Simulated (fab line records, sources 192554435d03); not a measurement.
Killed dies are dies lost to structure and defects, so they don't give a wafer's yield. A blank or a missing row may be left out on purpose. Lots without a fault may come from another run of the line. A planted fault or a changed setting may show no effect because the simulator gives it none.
A struck lot beside a sound one | flow n5_finfet | 19 steps out of a route of 1938
Sound: wafers L738.3, L738.4, L738.5. Struck: wafer L742.3. (L742.4, L742.6 of the same lot were not struck and are left out.) The cause comes at the end.
At each step with rows: each side's tool, then ch and its chambers, then its first start. Under that, the readings that differ: sound wafers | struck wafers | difference of the means | sigmas: that difference in standard deviations of wafers without a fault.
alike: readings whose means differ by less than 2 such deviations, and words and numbers that are the same on both sides. not compared: withheld readings, readings that some wafer has no value for, bounds like >300 that may hide the same value, and numbers for which the record gives no deviation and whose values overlap.
The two part at a step that has a row with sigmas, a row that says differs or no value, or rows on one side only. Numbers that don't overlap but have no deviation are shown without sigmas and don't part them. A reading that every wafer of one side lacks parts them only if that side has two wafers or more.

first, 2 steps without rows for these wafers: N5_BEOL_M12_ETCH_68 (etches SOC in N2/H2, time 285 s); N5_BEOL_M12_STRIP_69 (strips in N2/H2).
N5_BEOL_M12_TRENCH_ETCH_34: etches SiOC in C4F8/O2/Ar, target depth 318.95 nm, time 125.5 s.
  sound on rie_diel-04 ch 1,2,3, day 11 20:06; struck on rie_diel-01 ch 1, day 12 09:36
  alike: drypump_motor_current_A, oes_product_au, rf_vpp_V, showerhead_plenum_p_Torr, throttle_valve_pct
  not compared: rf_hours_counter_h
then, 1 step without rows for these wafers: N5_BEOL_M12_STRIP_70 (strips in C4F8/O2/Ar).
N5_BEOL_M12_OCD_MEAS_35:
  sound on ocd-02, day 11 20:16; struck on ocd-02, day 12 09:45
  reading              | sound       | struck | difference | sigmas
  trench_depth_nm (nm) | 328 317 325 | 310    | -13        | -2
N5_BEOL_M12_STRIP_37: strips in N2/H2.
  sound on plasma_asher-01 ch 0,1, day 11 20:19; struck on plasma_asher-02 ch 1, day 12 09:49
  reading            | sound       | struck | difference | sigmas
  heater_power_w (W) | 297 299 287 | 364    | +70        | +2
  alike: drypump_motor_current_A, oes_product_au, temp_c
  not compared: rf_hours_counter_h
then, 3 steps without rows for these wafers: N5_BEOL_M12_ETCH_38 (etches SiCN in CF4/N2, target depth 68.7 nm, time 73.4 s); N5_BEOL_M12_PRECLEAN_39 (cleans in residue remover, time 60 s); N5_BEOL_M12_SRD_40 (time 30 s, dry time 30 s).
N5_BEOL_M12_DEGAS_41: time 60 s.
  sound on pvd_sputter-02, day 11 23:29; struck on pvd_sputter-03, day 12 10:48
  alike: heater_power_w
then, 1 step without rows for these wafers: N5_BEOL_M12_PRE_CLEAN_42 (time 30 s).
N5_BEOL_M12_SPUTTER_43: material TaN, target thk 15 nm, time 24.19 s.
  sound on pvd_sputter-02, day 11 23:34; struck on pvd_sputter-03, day 12 10:53
  alike: throttle_valve_pct
N5_BEOL_M12_SPUTTER_44: material Ta, target thk 10 nm, time 16.13 s.
  sound on pvd_sputter-02, day 11 23:38; struck on pvd_sputter-03, day 12 10:58
  reading                                     | sound    | struck | difference | sigmas
  model.Ta_of_BEOL_M12_SPUTTER_44.thk_nm (nm) | 10 10 10 | 17     | +7         |
  alike: throttle_valve_pct
N5_BEOL_M12_SPUTTER_45: material Cu, target thk 80 nm, time 13.33 s.
  sound on pvd_sputter-02, day 11 23:43; struck on pvd_sputter-03, day 12 11:02
  alike: throttle_valve_pct
then, 2 steps without rows for these wafers: N5_BEOL_M12_ECD_47 (material Cu, target thk 720 nm); N5_BEOL_M12_ANNEAL_48 (time 90 s).
N5_BEOL_M12_CMP_49: polishes, stops on SiOC, t overpolish 20.6 s, target thk 320 nm.
  sound on cmp-02 ch 1,2,3, day 12 00:58; struck on cmp-02 ch 2, day 12 12:15
  reading                      | sound          | struck | difference | sigmas
  barrier_field_endpoint_s (s) | 30.2 30.3 30.0 | 39.1   | +8.9       | +10
  alike: motor_current_A
N5_BEOL_M12_THK_MEAS_50: measures by xrf.
  sound on film_metro-02, day 12 01:14; struck on film_metro-02, day 12 12:33
  reading      | sound       | struck | difference | sigmas
  M12_THK (nm) | 334 323 330 | 306    | -23        | -4
N5_PASSIVATION_PROBE_49:
  the record has rows for the struck wafers here (prober-01, day 13 23:08) and none for the sound ones

WHERE THEY PART
First at N5_BEOL_M12_OCD_MEAS_35; last, within this record, at N5_PASSIVATION_PROBE_49.

WHY: what the simulator had put in
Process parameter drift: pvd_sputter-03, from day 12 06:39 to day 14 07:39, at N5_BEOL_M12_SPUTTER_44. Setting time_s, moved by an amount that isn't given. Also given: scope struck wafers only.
